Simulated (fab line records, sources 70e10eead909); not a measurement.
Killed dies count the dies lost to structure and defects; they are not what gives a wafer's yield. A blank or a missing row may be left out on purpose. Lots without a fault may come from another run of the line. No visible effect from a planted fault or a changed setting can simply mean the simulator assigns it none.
A struck lot beside a sound one | flow nand_harc | 14 out of 1302 route steps
Sound: these wafers, L157.2, L157.3, L157.5. Struck: wafers L167.3, L167.4 (left out: L167.5, a lot-mate that was not struck); the cause follows at the end.
Each step with rows lists, per side, the tool, then ch with its chambers, then its first start. Under that, the readings that differ: sound wafers | struck wafers | difference of the means | sigmas: that difference in standard deviations of wafers without a fault.
alike: same words and numbers on both sides, and readings whose means sit less than 2 such deviations apart. not compared: any withheld reading, any reading some wafer has no value for, any bound like >300 that may hide the same value, and any number with overlapping values for which the record gives no deviation.
Wherever a step has rows on one side only, a row that says differs or no value, or a row with sigmas, the two part there. Numbers that have no deviation but don't overlap get no sigmas and don't part them. A reading missing from all wafers of one side parts the sides only when that side holds two or more wafers.

first, 4 steps without rows for these wafers: NHARC_P_GATE_EBR_22; NHARC_P_GATE_EXPOSE_23 (exposes mask P GATE, target cd 120 nm); NHARC_P_GATE_PEB_24 (peb time 65 s); NHARC_P_GATE_DEVELOP_25 (develop time 35 s).
NHARC_P_GATE_CD_MEAS_26 targets a cd of 120 nm.
  sound on cd_sem-02 ch 0, day 7 04:54; struck on cd_sem-01 ch 0, day 11 06:07
  alike: cd_nm
NHARC_P_GATE_OVL_MEAS_27:
  sound on overlay-02 at day 7 04:59; struck on overlay-01 at day 11 06:11
  reading           | sound       | struck    | difference | sigmas
  overlay_x_nm (nm) | 1.3 1.3 1.6 | -1.3 -0.4 | -2.2       | -3
  alike: overlay_y_nm
NHARC_P_GATE_INSPECT_28:
  sound on defect_inspect-01 at day 7 05:01; struck on defect_inspect-01 at day 11 06:14
  alike: raw_defect_count
NHARC_P_GATE_DESCUM_31: chemistry O2, time 3 s.
  sound on rie_diel-07 ch 0,1,3, day 7 05:05; struck on rie_diel-05 ch 0,3, day 11 06:18
  alike: drypump_motor_current_A, oes_product_au, rf_vpp_V, showerhead_plenum_p_Torr, throttle_valve_pct
  not compared: rf_hours_counter_h
NHARC_P_GATE_ETCH_104: etches the open film in CF4/CHF3, target depth 60 nm.
  sound on rie_diel-07 ch 0,2,3, day 7 05:10; struck on rie_diel-05 ch 0,1, day 11 06:23
  reading               | sound             | struck      | difference | sigmas
  oes_product_au (a.u.) | 0.926 0.916 0.901 | 0.966 0.974 | +0.056     | +3
  alike: drypump_motor_current_A, rf_vpp_V, showerhead_plenum_p_Torr, throttle_valve_pct
NHARC_P_GATE_HM_OPEN_105: chemistry O2/COS, target depth 360 nm.
  sound on rie_diel-07 ch 0,2; struck on rie_diel-05 ch 2,3
  alike: drypump_motor_current_A, oes_product_au, rf_vpp_V, showerhead_plenum_p_Torr, throttle_valve_pct
  not compared: rf_hours_counter_h
then, 1 step without rows for these wafers: NHARC_P_GATE_STRIP_106 (strips in O2/COS).
NHARC_P_GATE_ETCH_114: etches the open film in CF4/O2, target depth 30 nm, overetch 3 nm, time 16.5 s.
  sound on rie_diel-07 ch 0,1; struck on rie_diel-05 ch 2,3
  alike: drypump_motor_current_A, oes_product_au, rf_vpp_V, showerhead_plenum_p_Torr, throttle_valve_pct
  not compared: rf_hours_counter_h, time_s
NHARC_P_GATE_ETCH_32: etches the open film in HBr/Cl2, target depth 150 nm, time 100.1 s.
  sound on rie_si-01 ch 0,1, day 7 05:32; struck on rie_si-03 ch 0,3, day 11 06:46
  reading    | sound             | struck        | difference | sigmas
  time_s (s) | 100.1 100.1 100.1 | 107.63 107.63 | +7.53      |
  alike: drypump_motor_current_A, he_backside_leak_sccm, oes_product_au, throttle_valve_pct
  not compared: rf_hours_counter_h
NHARC_P_GATE_STRIP_108: strips in O2.
  sound on rie_diel-07 ch 0,2,3, day 7 05:42; struck on rie_diel-07 ch 1,2, day 11 06:57
  alike: drypump_motor_current_A, oes_product_au, rf_vpp_V, showerhead_plenum_p_Torr, throttle_valve_pct
  not compared: rf_hours_counter_h

## WHERE THEY PART
At NHARC_P_GATE_OVL_MEAS_27 first; at NHARC_P_GATE_ETCH_104 last (within this record only). Later steps at which nothing parts them and some readings are alike: NHARC_P_GATE_HM_OPEN_105, NHARC_P_GATE_ETCH_114, NHARC_P_GATE_ETCH_32, NHARC_P_GATE_STRIP_108.

WHY: whatever the simulator had introduced
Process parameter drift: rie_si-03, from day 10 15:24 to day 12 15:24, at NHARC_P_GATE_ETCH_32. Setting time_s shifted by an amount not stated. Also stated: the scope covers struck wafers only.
